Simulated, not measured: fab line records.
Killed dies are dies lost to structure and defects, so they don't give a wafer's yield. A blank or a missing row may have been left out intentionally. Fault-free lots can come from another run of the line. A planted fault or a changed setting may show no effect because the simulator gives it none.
Which tool did it? | flow nand-harc | 18 wafers from 6 lots sampled at 3 of the route's 1302 steps

WHAT EACH GAUGE READ, for each wafer
NHARC_A_BLC_CD_MEAS_10: the cd target is 100 nm.
lot  | measured     | on        | cd-nm (nm)
L789 | day 24 05:23 | cd-sem-03 | 99.2 99.5 99.8
L794 | day 26 12:05 | cd-sem-01 | 101.1 102.4 100.9
L798 | day 27 21:43 | cd-sem-03 | 93.4 92.9 93.2
L803 | day 29 23:25 | cd-sem-02 | 99.0 99.5 98.7
L805 | day 31 01:37 | cd-sem-03 | 100.3 100.8 101.6
L807 | day 31 19:18 | cd-sem-01 | 101.8 103.5 101.2

TOOL THAT RAN EACH LOT (tool first, then ch and the chambers of the sampled wafers, then the start)
lot  | NHARC_A_CONTACT_ETCH_138             | NHARC_A_BLC_PEB_08
L789 | har-cap-etch-02 ch 0,1, day 24 01:23 | litho-track-01 ch 0, day 24 05:18
L794 | har-cap-etch-01 ch 0,1, day 26 07:59 | litho-track-06 ch 0, day 26 12:01
L798 | har-cap-etch-03 ch 0,1, day 27 17:50 | litho-track-06 ch 0, day 27 21:38
L803 | har-cap-etch-02 ch 0,1, day 29 19:33 | litho-track-01 ch 0, day 29 23:20
L805 | har-cap-etch-01 ch 0,1, day 30 21:34 | litho-track-06 ch 0, day 31 01:32
L807 | har-cap-etch-03 ch 0,1, day 31 15:21 | litho-track-06 ch 0, day 31 19:13
- NHARC_A_CONTACT_ETCH_138: etches the open film in C4F8/O2/Ar, time 311 s, target depth 1914 nm.
- NHARC_A_BLC_PEB_08: peb time 65 s.

THE ANSWER, worked out from the rows above alone
Rule: the usual values come from the lots themselves. The widest of any qualifying gaps counts: lots, ordered by their means at a reading, are off when they make up no more than a third of the lots, leave a main group of 4 or more, and stand apart from it by 3 or more times the standard deviation of that group's means. A main group whose means are all the same, to the digits that the tables above print for the reading, isn't used. A lot without any number at a reading at which 4 lots or more have one is off too. Any other lot the step has rows for is counted as sound.
Off, at NHARC_A_BLC_CD_MEAS_10 on cd-nm: L798. Main group: mean 100.6 nm, sd 1.2.
If a tool, at a process step before that reading, ran all the lots that are off and no sound lot after the first of them, it fits. The gauges at NHARC_A_BLC_CD_MEAS_10 are tried like those tools. Of those tried, none fits.

WHAT WAS PUT IN BY THE SIMULATOR
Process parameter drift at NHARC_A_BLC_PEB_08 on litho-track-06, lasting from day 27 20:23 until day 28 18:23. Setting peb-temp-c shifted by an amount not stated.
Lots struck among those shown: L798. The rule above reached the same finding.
